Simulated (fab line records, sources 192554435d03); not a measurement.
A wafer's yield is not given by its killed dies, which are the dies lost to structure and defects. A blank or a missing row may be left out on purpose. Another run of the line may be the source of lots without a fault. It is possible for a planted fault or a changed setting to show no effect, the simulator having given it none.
Lot-split experiment ; flow n5Finfet ; 7 lots, 21 wafers read, on a route of 1938 steps

== THE SPLIT ==
At N5_HKMG_FIN_EXPOSE_46 (exposes mask NDIPOLE), the setting doseMj was moved away from the recipe's 40 on 8 of the 21 wafers read, by -5.5% to +7.4%. This setting was run at the recipe's value on the other wafers.

== SPLIT TO READING: what lies between them in the file, 1 step ==
- N5_HKMG_FIN_DEVELOP_48: develop time 30 s (also split here: developTimeS)

== THE READING ==
cdNm (nm) at N5_HKMG_FIN_CD_MEAS_49, where the cd target is 202 nm. Fault-free wafers of this fab line usually give 202.0 nm, standard deviation 0.55 nm.

wafer;tool, chamber at the split;doseMj as run;against the recipe;cdNm, nm;against lot-mates on the recipe
L074.3;arfiScanner-03, 0;40;recipe;200.5;-
L074.4;arfiScanner-03, 0;40;recipe;202.0;-
L074.5;arfiScanner-03, 0;40;recipe;201.7;-
L080.1;arfiScanner-03, 0;40;recipe;202.1;-
L080.2;arfiScanner-03, 0;40;recipe;202.2;-
L080.3;arfiScanner-03, 0;40;recipe;201.3;-
L083.1;arfiScanner-03, 0;40;recipe;202.3;-
L083.4;arfiScanner-03, 0;40;recipe;201.7;-
L083.6;arfiScanner-03, 0;40;recipe;201.3;-
L087.2;arfiScanner-02, 0;37.78;-5.5%;199.0;-2.8
L087.4;arfiScanner-02, 0;40;recipe;202.1;-
L087.6;arfiScanner-02, 0;40;recipe;201.5;-
L090.3;arfiScanner-02, 0;40;recipe;202.2;-
L090.4;arfiScanner-02, 0;38.3;-4.3%;199.2;-3.0
L090.6;arfiScanner-02, 0;38.3;-4.3%;199.2;-3.0
L091.1;arfiScanner-03, 0;41.36;+3.4%;203.4;+2.2
L091.5;arfiScanner-03, 0;41.36;+3.4%;203.0;+1.8
L091.6;arfiScanner-03, 0;40;recipe;201.2;-
L094.1;arfiScanner-03, 0;42.96;+7.4%;207.1;no lot-mate on the recipe
L094.3;arfiScanner-03, 0;42.96;+7.4%;207.0;no lot-mate on the recipe
L094.4;arfiScanner-03, 0;42.96;+7.4%;206.5;no lot-mate on the recipe

THE FIT
A straight line over all 21 wafers: cdNm changes by +0.63 nm for each +1% of doseMj; r = +0.97; the points scatter about the line by 0.55 nm.
The same after taking each lot's own level away (the mean of its wafers on the recipe; 18 wafers): +0.605 nm for each +1%; r = +0.95; scatter 0.45 nm.
The reading moves by 4.5 nm for the largest change in doseMj, on that fit.
Measured against the standard deviation above, the lots' own levels, which go from 201.20 to 202.20 nm, span 1.8 times it.
So the lot-to-lot level changes the slope little: the two slopes agree.
Check: for one of the wafers moved furthest among these (-5.5%), held out of the fit, the line's prediction against its lot-mates is -3.71 nm. Against them it came out at -2.8 nm.

== THE OTHER SPLITS THESE WAFERS WENT THROUGH ==
These wafers also went through other splits before the reading. Each is held against what the fit with the lots' levels taken away leaves over:
other split on the same wafers;wafers away from the commonest value;r with cdNm (lot level and that fit taken away)
N5_DUMMY_GATE_EXPOSE_12 doseMj;7;-0.30
N5_SD_EPI_N_EPI_21 timeS;11;+0.27
N5_SD_EPI_P_COAT_34 spinRpm;5;+0.06
N5_ILD0_CMP_03 downForcePsi;8;+0.15
N5_HKMG_FIN_DEVELOP_48 developTimeS;6;+0.39

== THE FILE'S OWN FIT ==
cdNm changes by +0.581 nm for each +1% of doseMj, r = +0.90.
